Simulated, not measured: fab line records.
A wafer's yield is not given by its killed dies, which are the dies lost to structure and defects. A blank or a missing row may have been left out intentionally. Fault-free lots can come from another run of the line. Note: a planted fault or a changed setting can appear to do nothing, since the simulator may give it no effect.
fab line records -- flow n5Finfet
record: lots: 11, wafers: 33, lastDay: 18
route steps=1938 shown GATE_CUT@505 TV_OPEN@1889 PASSIVATION@1911
lots untouched by any fault: they come from a run of this same line in which no faults occurred
startH: hours from the record's first day to the start of the lot's first wafer shown -- waitH: time in hours since the lot's previous step -- " same as the row above -- L1.1+2: one row covering several wafers at once -- - value missing, or start not given -- * or withheld: withheld -- < > ~ a bound
route shown NAME@n: names a module that has steps shown in the file, with the first one's number in the route -- usual: mean/standard deviation of fault-free wafers -- same: alike in all rows -- chamber/n: place in a boat -- sites: per-site readings -- _std_site: how widely they spread, as a standard deviation -- _edge_site: outer sites' mean less inner sites' -- radiusMm: how far each site lies from the wafer's centre -- mask NAME#n: copy n -- behind: the most recent tool/chamber to have shaped the wafer -- hold: what put the lot on hold/how long, in hours/how the hold closed -- device: the n, p or np transistor that did not switch -- end of line: the same wafers' tests at the end of the route -- a step without rows: its recipe alone -- killed: not the wafer's yield, but the dies lost to structure and defects at the first sort -- map: dies across one wafer; x = killed, . = not, _ = none there
set.NAME: the setting the step ran with; set.NAME@STEP: the setting that earlier step ran with -- model.NAME: the simulator's own value behind a step, which no gauge read
the route's steps for a sample of lots (tables are steps, rows are wafers)
services: from which hour (startH, from the record's first day; less than 0 if before it) a tool's chamber was out of use, for how many hours, and why
== steps ==
step: N5_GATE_CUT_VAPOR_ETCH_49
recipe: chemistry: BCl3/Cl2, target: TiAlC, mode: isotropic
usual: drypumpMotorCurrentA: 5.6/0.63, heBacksideLeakSccm: 3.44/0.25, oesProductAu: 0.77/0.12
lot.wafer,tool,chamber,startH,waitH,drypumpMotorCurrentA,heBacksideLeakSccm,oesProductAu
L353.2,rieMetal-02,0,82.36,0.0,4.8,3.42,0.82
L353.3,rieMetal-02,1,82.36,0.0,6.0,3.70,0.56
L353.4,rieMetal-02,0,82.36,0.0,4.8,3.60,0.82
L355.1,rieMetal-01,1,94.41,0.0,5.2,3.07,0.83
L355.2,rieMetal-01,0,94.41,0.0,6.5,3.66,0.66
L355.5,rieMetal-01,0,94.41,0.0,6.5,3.93,0.67
L356.3,rieMetal-01,0,101.69,0.0,6.5,3.69,0.66
L356.4,rieMetal-01,1,101.69,0.0,5.2,3.02,0.84
L356.6,rieMetal-01,1,101.69,0.0,5.2,3.27,0.84
L359.1,rieMetal-02,0,120.95,0.1,4.8,3.42,0.80
L359.3,rieMetal-02,0,120.95,0.1,4.8,3.51,0.80
L359.4,rieMetal-02,0,120.95,0.1,4.8,3.56,0.81
L360.1,rieMetal-01,1,128.04,0.0,5.2,3.20,0.83
L360.2,rieMetal-01,0,128.04,0.0,6.4,3.55,0.66
L360.6,rieMetal-01,1,128.04,0.0,5.2,3.40,0.82
L367.1,rieMetal-02,0,166.78,0.0,4.8,3.40,0.79
L367.4,rieMetal-02,0,166.78,0.0,4.8,3.55,0.78
L367.5,rieMetal-02,0,166.78,0.0,4.8,3.53,0.78
L370.1,rieMetal-02,1,185.72,0.0,6.0,3.60,0.92
L370.4,rieMetal-02,1,185.72,0.0,6.0,3.73,0.91
L370.5,rieMetal-02,1,185.72,0.0,6.0,3.61,0.91
L371.1,rieMetal-02,0,192.01,0.0,4.8,3.61,0.78
L371.2,rieMetal-02,1,192.01,0.0,6.0,3.51,0.91
L371.3,rieMetal-02,0,192.01,0.0,4.8,3.68,0.78
L374.2,rieMetal-03,0,214.15,0.0,5.5,3.28,0.60
L374.4,rieMetal-03,0,214.15,0.0,5.5,3.28,0.60
L374.6,rieMetal-03,0,214.15,0.0,5.4,3.34,0.60
L375.1,rieMetal-03,1,221.70,0.1,6.1,3.09,0.95
L375.2,rieMetal-03,1,221.70,0.1,6.1,3.00,0.96
L375.4,rieMetal-03,1,221.70,0.1,6.1,2.98,0.95
L376.2,rieMetal-01,0,227.96,0.0,6.5,3.71,0.64
L376.4,rieMetal-01,0,227.96,0.0,6.5,3.73,0.63
L376.5,rieMetal-01,1,227.96,0.0,5.2,3.06,0.80
step: N5_PASSIVATION_STRIP_14
recipe: chemistry: O2, powerW: 600, tempC: 60, pressureMtorr: 30, rfFrequencyHz: 6e+07, biasPowerW: 0, overashFraction: 0.5, o2FlowSccm: 225
usual: drypumpMotorCurrentA: 5.9/0.32, oesProductAu: 0.80/0.081, rfVppV: 3.8/0.95, showerheadPlenumPTorr: 2.10/0.041, tempC: 59.98/0.12, throttleValvePct: 16.62/0.25
lot.wafer,tool,chamber,startH,waitH,drypumpMotorCurrentA,oesProductAu,rfHoursCounterH,rfVppV,showerheadPlenumPTorr,tempC,throttleValvePct
L353.2,rieDiel-01,1,261.31,0.1,5.9,0.98,3,3.1,2.05,60.10,16.32
L353.3,rieDiel-01,0,261.31,0.1,6.3,0.94,15,2.2,2.15,60.05,16.21
L353.4,rieDiel-01,2,261.31,0.1,5.5,0.67,241,3.7,2.16,59.95,17.07
L355.1,rieDiel-05,0,270.51,0.1,6.1,0.84,69,4.8,2.13,60.02,16.81
L355.2,rieDiel-05,3,270.51,0.1,6.0,0.71,247,4.9,2.16,60.04,16.75
L355.5,rieDiel-05,0,270.51,0.1,6.1,0.83,-,3.9,2.13,60.14,16.81
L356.3,rieDiel-05,0,275.63,0.1,6.1,0.83,70,2.9,2.13,60.06,16.81
L356.4,rieDiel-05,1,275.63,0.1,5.9,0.84,63,2.8,2.12,60.05,16.30
L356.6,rieDiel-05,3,275.63,0.1,6.0,0.68,-,3.4,2.16,59.91,16.77
L359.1,rieDiel-01,1,303.36,0.1,5.9,0.93,17,3.4,2.05,60.03,16.33
L359.3,rieDiel-01,0,303.36,0.1,6.3,0.91,29,2.2,2.14,59.88,16.24
L359.4,rieDiel-01,3,303.36,0.1,5.8,0.76,-,3.3,2.01,60.01,16.96
L360.1,rieDiel-02,2,313.90,0.1,6.3,0.88,48,3.7,2.13,59.95,16.68
L360.2,rieDiel-02,3,313.90,0.1,5.7,0.71,187,2.4,2.08,60.10,16.51
L360.6,rieDiel-02,1,313.90,0.1,6.4,0.69,-,3.4,2.07,60.03,16.96
L367.1,rieDiel-05,2,363.80,0.1,5.5,0.78,116,3.5,2.11,59.82,16.68
L367.4,rieDiel-05,3,363.80,0.1,6.0,0.89,18,4.0,2.15,60.10,16.34
L367.5,rieDiel-05,1,363.80,0.1,5.9,0.82,-,1.7,2.11,59.84,16.35
L370.1,rieDiel-02,0,364.33,0.1,5.5,0.75,136,4.2,2.09,60.04,16.67
L370.4,rieDiel-02,3,364.33,0.1,5.6,0.69,-,4.9,2.08,59.97,16.53
L370.5,rieDiel-02,1,364.33,0.1,6.4,0.69,-,1.7,2.06,59.99,16.97
L371.1,rieDiel-01,0,375.76,0.1,6.3,0.87,47,3.0,2.14,59.77,16.27
L371.2,rieDiel-01,2,375.76,0.1,5.5,0.94,19,5.6,2.15,59.98,16.65
L371.3,rieDiel-01,1,375.76,0.1,5.9,0.88,37,2.5,2.04,59.94,16.35
L375.1,rieDiel-05,2,411.43,0.1,5.5,0.76,126,3.9,2.11,59.90,16.67
L375.2,rieDiel-05,0,411.43,0.1,6.1,0.79,106,4.1,2.12,59.95,16.92
L375.4,rieDiel-05,1,411.43,0.1,5.9,0.81,100,5.7,2.11,60.04,16.39
L374.2,rieDiel-05,2,415.64,0.1,5.5,0.75,128,2.8,2.11,60.18,16.70
L374.4,rieDiel-05,1,415.64,0.1,5.9,0.81,101,3.7,2.11,60.02,16.40
L374.6,rieDiel-05,1,415.64,0.1,5.9,0.81,-,3.3,2.11,59.98,16.39
L376.2,rieDiel-05,3,424.96,0.1,6.0,0.86,33,3.4,2.14,59.97,16.39
L376.4,rieDiel-05,2,424.96,0.1,5.5,0.76,131,4.2,2.11,59.78,16.70
L376.5,rieDiel-05,0,424.96,0.1,6.1,0.79,-,3.0,2.12,59.96,16.88
step: N5_PASSIVATION_STRIP_34
recipe: chemistry: O2, powerW: 600, tempC: 60, pressureMtorr: 30, rfFrequencyHz: 6e+07, biasPowerW: 0, overashFraction: 2, o2FlowSccm: 225
usual: drypumpMotorCurrentA: 5.5/0.35, oesProductAu: 0.82/0.07, rfVppV: 3.6/1.5, showerheadPlenumPTorr: 2.10/0.066, tempC: 60.01/0.12, throttleValvePct: 16.65/0.27
lot.wafer,tool,chamber,startH,waitH,drypumpMotorCurrentA,oesProductAu,rfHoursCounterH,rfVppV,showerheadPlenumPTorr,tempC,throttleValvePct
L353.2,rieDiel-03,1,263.33,0.1,5.5,0.93,12,1.4,2.07,60.07,16.39
L353.3,rieDiel-03,0,263.33,0.1,5.1,0.82,74,4.9,2.04,59.99,16.75
L353.4,rieDiel-03,2,263.33,0.1,5.6,0.85,60,4.9,2.21,59.97,16.31
L355.1,rieDiel-06,0,272.92,0.1,5.5,0.73,230,4.8,2.07,60.14,16.58
L355.2,rieDiel-06,3,272.92,0.1,6.5,0.69,235,1.6,2.15,59.85,16.85
L355.5,rieDiel-06,0,272.92,0.1,5.5,0.70,-,3.3,2.07,59.91,16.64
L356.3,rieDiel-03,1,277.69,0.1,5.6,0.92,17,5.2,2.07,60.10,16.39
L356.4,rieDiel-03,3,277.69,0.1,5.7,0.92,-,3.3,2.14,60.14,16.85
L356.6,rieDiel-03,0,277.69,0.1,5.1,0.80,-,6.0,2.04,59.91,16.72
L359.1,rieDiel-06,1,306.61,0.1,5.3,0.72,183,4.4,2.00,59.82,17.09
L359.3,rieDiel-06,3,306.61,0.1,6.5,0.68,252,2.1,2.14,59.93,16.89
L359.4,rieDiel-06,2,306.61,0.1,5.0,0.78,-,3.9,2.01,60.10,16.86
L360.1,rieDiel-03,2,315.63,0.1,5.6,0.82,74,5.0,2.21,60.08,16.27
L360.2,rieDiel-03,3,315.63,0.1,5.7,0.91,48,2.4,2.13,60.00,16.85
L360.6,rieDiel-03,2,315.63,0.1,5.7,0.81,-,3.2,2.21,60.07,16.31
L367.1,rieDiel-03,0,365.86,0.1,5.0,0.77,111,3.2,2.03,60.10,16.80
L367.4,rieDiel-03,3,365.86,0.1,5.7,0.88,-,2.7,2.13,60.16,16.91
L367.5,rieDiel-03,1,365.86,0.1,5.5,0.87,-,3.2,2.06,60.10,16.52
L370.1,rieDiel-06,0,366.31,0.1,5.5,0.70,247,6.5,2.07,60.02,16.64
L370.4,rieDiel-06,1,366.31,0.1,5.3,0.70,207,2.6,1.99,59.97,17.10
L370.5,rieDiel-06,2,366.31,0.1,5.0,0.76,-,1.7,2.00,60.09,16.91
L371.1,rieDiel-03,3,377.83,0.3,5.7,0.87,64,1.8,2.13,60.09,16.87
L371.2,rieDiel-03,1,377.83,0.3,5.5,0.83,50,2.2,2.06,60.08,16.44
L371.3,rieDiel-03,2,377.83,0.3,5.6,0.81,95,3.2,2.20,59.98,16.30
L375.1,rieDiel-03,1,413.48,0.1,5.5,0.82,63,4.2,2.05,60.04,16.46
L375.2,rieDiel-03,3,413.48,0.1,5.7,0.81,77,6.5,2.12,60.01,16.87
L375.4,rieDiel-03,3,413.48,0.1,5.7,0.85,-,4.7,2.12,60.10,16.92
L374.2,rieDiel-04,2,417.51,0.1,5.7,0.76,130,4.8,2.10,59.95,16.28
L374.4,rieDiel-04,3,417.51,0.1,5.5,0.79,122,2.6,2.10,59.99,16.29
L374.6,rieDiel-04,3,417.51,0.1,5.5,0.80,-,4.1,2.10,60.01,16.26
L376.2,rieDiel-04,1,426.83,0.1,5.8,0.80,88,2.7,2.12,60.07,16.59
L376.4,rieDiel-04,3,426.83,0.1,5.5,0.79,126,5.3,2.10,59.98,16.30
L376.5,rieDiel-04,2,426.83,0.1,5.7,0.76,-,4.0,2.09,59.89,16.28
step: N5_PASSIVATION_PROBE_49
usual: defectLimitedYield: 91.4/1.6, killed_at_M0_to_M3: 34/12, killed_at_M4_up: 13/5.2, killedAtContacts: 11/5.5, killedAtFrontEnd: 40/13, killedAtOther: 3.4/2.7, killedDies: 102/19, killedOpen: 66/15, killedShort: 33/7.9, sort_bin_5_function: 5.1/1.1, sort_bin_6_memory: 3.2/0.7, sortNPass: 1078/19, sortYieldPct: 91.4/1.6
same: grossDies: 1180, killedAtBackSide: 0, sort_bin_4_leakage[%]: 0, sort_bin_8_speed[%]: 0
lot.wafer,tool,chamber,startH,waitH,defectLimitedYield[%],killed_at_M0_to_M3,killed_at_M4_up,killedAtContacts,killedAtFrontEnd,killedAtOther,killedDies,killedOpen,killedShort,sort_bin_5_function[%],sort_bin_6_memory[%],sortNPass,sortYieldPct[%]
L353.2,prober-01,-,267.58,0.1,91.9,37,16,3,38,2,96,73,21,5.0,3.0,1084,91.9
L353.3,prober-01,-,267.63,0.2,93.0,20,18,11,34,0,83,54,23,4.2,2.3,1097,93.0
L353.4,prober-01,-,267.68,0.2,90.8,37,17,11,34,9,108,69,34,5.1,3.7,1072,90.8
L360.1,prober-01,-,319.94,0.0,82.9,46,20,10,123,3,202,65,36,10.2,5.3,978,82.9
L360.2,prober-01,-,319.99,0.1,90.6,43,17,9,40,2,111,75,36,5.5,3.6,1069,90.6
L360.6,prober-01,-,320.19,0.3,83.6,36,9,10,138,1,194,57,31,11.2,3.9,986,83.6
L367.4,prober-02,-,370.19,0.2,90.1,47,24,8,30,8,117,82,35,5.8,3.9,1063,90.1
L370.1,prober-01,-,370.65,0.0,90.8,33,18,7,49,1,108,72,36,6.0,2.9,1072,90.8
L370.4,prober-01,-,370.80,0.2,90.8,38,9,22,38,1,108,55,53,5.6,3.2,1072,90.8
L370.5,prober-01,-,370.85,0.2,90.3,28,11,14,57,4,114,77,35,6.3,3.1,1066,90.3
L375.1,prober-01,-,417.66,0.0,90.0,36,8,14,52,8,118,82,35,5.1,4.0,1062,90.0
L374.2,prober-01,-,422.27,0.1,91.7,35,14,5,44,0,98,67,27,5.6,2.5,1082,91.7
L374.4,prober-01,-,422.37,0.2,90.9,31,10,11,52,3,107,59,44,5.8,2.7,1073,90.9
L374.6,prober-01,-,422.47,0.3,91.2,37,16,5,46,0,104,73,29,5.7,3.0,1076,91.2
killed by level:class
L353.2 STI_FIN_REVEAL:geometricParticle:open=14 BEOL_M4:geometricParticle:open=11 BEOL_M3:geometricParticle:open=9 BEOL_M0_SAQP:geometricParticle:short=7 FIN_SAQP:geometricParticle:open=6 BEOL_M1:geometricParticle:open=6 BEOL_M2:geometricParticle:open=6 FIN_SAQP:geometricParticle:short=5
L353.3 MOL_CONTACT_COAG:geometricParticle:open=10 BEOL_M4:geometricParticle:open=8 DUMMY_GATE:geometricParticle:open=6 FIN_SAQP:geometricParticle:open=5 FIN_SAQP:geometricParticle:short=5 BEOL_M0_SAQP:geometricParticle:open=5 STARTING-WAFER:geometricParticle:short=4 HKMG_FIN:areaEtch=4
L353.4 BEOL_M0_SAQP:geometricParticle:open=10 MOL_CONTACT_COAG:geometricParticle:open=9 BEOL_M0:geometricParticle:open=8 BEOL_M0_SAQP:geometricParticle:short=6 GATE_CUT:geometricParticle:short=5 BEOL_M2:geometricParticle:open=5 MIM_TOP:geometricParticle:open=5 FIN_SAQP:geometricParticle:short=4
L360.1 GATE_CUT:unspecified=97 BEOL_M0_SAQP:geometricParticle:open=16 BEOL_M0_SAQP:geometricParticle:short=13 GATE_CUT:geometricParticle:short=7 MOL_CONTACT_COAG:geometricParticle:open=7 BEOL_M1:geometricParticle:open=6 BEOL_M2:geometricParticle:open=5 GATE_CUT:geometricParticle:open=4
L360.2 STI_FIN_REVEAL:geometricParticle:open=11 GATE_CUT:geometricParticle:short=10 MOL_CONTACT_COAG:geometricParticle:open=9 BEOL_M1:geometricParticle:open=9 BEOL_M0_SAQP:geometricParticle:open=8 BEOL_M2:geometricParticle:open=7 BEOL_M0_SAQP:geometricParticle:short=6 BEOL_M4:geometricParticle:open=5
L360.6 GATE_CUT:unspecified=103 BEOL_M1:geometricParticle:open=10 STI_FIN_REVEAL:geometricParticle:open=9 MOL_CONTACT_COAG:geometricParticle:open=9 BEOL_M0_SAQP:geometricParticle:short=9 DUMMY_GATE:geometricParticle:open=7 BEOL_M0_SAQP:geometricParticle:open=7 GATE_CUT:geometricParticle:short=4
L367.4 BEOL_M4:geometricParticle:open=14 BEOL_M0_SAQP:geometricParticle:open=12 BEOL_M2:geometricParticle:open=11 BEOL_M3:geometricParticle:open=10 STI_FIN_REVEAL:geometricParticle:open=7 FIN_SAQP:geometricParticle:short=6 FIN_SAQP:geometricParticle:open=6 MOL_CONTACT_COAG:geometricParticle:open=6
L370.1 FIN_SAQP:geometricParticle:open=15 FIN_SAQP:geometricParticle:short=8 BEOL_M4:geometricParticle:open=8 STI_FIN_REVEAL:geometricParticle:open=7 MOL_CONTACT_COAG:geometricParticle:open=7 BEOL_M0_SAQP:geometricParticle:open=7 BEOL_M2:geometricParticle:open=6 STI_FIN_REVEAL:geometricParticle:short=5
L370.4 MOL_CONTACT_COAG:geometricParticle:open=16 FIN_SAQP:geometricParticle:short=14 BEOL_M0_SAQP:geometricParticle:short=13 STI_FIN_REVEAL:geometricParticle:open=7 BEOL_M0_SAQP:geometricParticle:open=7 MOL_CONTACT_COAG:geometricParticle:short=6 BEOL_M4:geometricParticle:open=6 GATE_CUT:geometricParticle:short=5
L370.5 FIN_SAQP:geometricParticle:open=17 STI_FIN_REVEAL:geometricParticle:open=15 MOL_CONTACT_COAG:geometricParticle:open=11 FIN_SAQP:geometricParticle:short=10 BEOL_M2:geometricParticle:open=8 BEOL_M0_SAQP:geometricParticle:short=7 BEOL_M0_SAQP:geometricParticle:open=6 BEOL_M4:geometricParticle:open=5
L375.1 MOL_CONTACT_COAG:geometricParticle:open=11 FIN_SAQP:geometricParticle:short=9 BEOL_M1:geometricParticle:open=9 BEOL_M2:geometricParticle:open=9 FIN_SAQP:geometricParticle:open=8 STI_FIN_REVEAL:geometricParticle:open=8 BEOL_M3:geometricParticle:open=8 DUMMY_GATE:geometricParticle:open=6
L374.2 STI_FIN_REVEAL:geometricParticle:open=14 BEOL_M0_SAQP:geometricParticle:short=10 BEOL_M0_SAQP:geometricParticle:open=9 BEOL_M1:geometricParticle:open=9 BEOL_M4:geometricParticle:open=6 MOL_CONTACT_COAG:geometricParticle:open=5 FIN_SAQP:geometricParticle:open=4 FIN_SAQP:geometricParticle:short=3
L374.4 BEOL_M0_SAQP:geometricParticle:short=14 STI_FIN_REVEAL:geometricParticle:open=11 MOL_CONTACT_COAG:geometricParticle:open=10 FIN_SAQP:geometricParticle:short=7 FIN_SAQP:geometricParticle:open=6 GATE_CUT:geometricParticle:open=6 BEOL_M0_SAQP:geometricParticle:open=6 GATE_CUT:geometricParticle:short=5
L374.6 FIN_SAQP:geometricParticle:open=13 STI_FIN_REVEAL:geometricParticle:open=11 BEOL_M0_SAQP:geometricParticle:short=9 BEOL_M2:geometricParticle:open=7 BEOL_M0_SAQP:geometricParticle:open=7 BEOL_M6:geometricParticle:open=6 BEOL_M1:geometricParticle:open=6 DUMMY_GATE:geometricParticle:open=5
== services ==
tool,chamber,startH,hours,kind
rieDiel-05,0,72.95,3.1,repair
rieDiel-01,-,73.88,0.1,repair
rieMetal-02,-,88.55,24.5,repair
rieDiel-05,3,94.96,1.2,repair
rieMetal-01,1,105.88,5.3,repair
rieDiel-03,0,111.09,14.0,repair
rieDiel-01,3,147.65,1.5,repair
rieMetal-01,1,162.67,5.4,repair
rieMetal-02,-,205.59,28.1,pm
rieDiel-05,1,210.89,6.7,repair
rieMetal-02,-,233.69,2.8,pm
rieMetal-02,0,249.11,16.4,repair
rieMetal-01,0,249.94,7.1,repair
rieDiel-03,2,276.78,12.1,repair
rieMetal-01,-,307.96,1.4,pm
rieDiel-03,1,329.69,7.5,repair
rieDiel-03,3,332.74,11.1,repair
rieMetal-01,-,343.31,8.0,repair
rieDiel-03,-,344.70,2.8,pm
rieDiel-03,2,362.19,4.5,repair
rieDiel-05,-,374.94,0.4,repair
rieDiel-05,-,385.19,14.6,pm
rieDiel-03,0,407.62,12.5,repair
rieDiel-03,2,418.37,8.2,repair
== key ==
firstSign: step: N5_PASSIVATION_PROBE_49, reading: killedAtFrontEnd, direction: up, sigmas: 7.2, usual: 40, struck: 130
effect: step: N5_PASSIVATION_PROBE_49, reading: killedDies, direction: up, sigmas: 5, usual: 102, struck: 198
moreKillsBornAt: N5_GATE_CUT_VAPOR_ETCH_49@rieMetal-01: 200
metAt N5_GATE_CUT_VAPOR_ETCH_49
struckLots L360
struckWafers L360.1,L360.6
notActingAt N5_PASSIVATION_STRIP_14,N5_PASSIVATION_STRIP_34
onsetBetween 101.69 128.04
fault: kind: chamberParticleSource, tool: rieMetal-01, chamber: 1, onsetH: 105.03, steps: N5_GATE_CUT_VAPOR_ETCH_49, ratePerVisitCm2: 0.46105, endH: 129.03
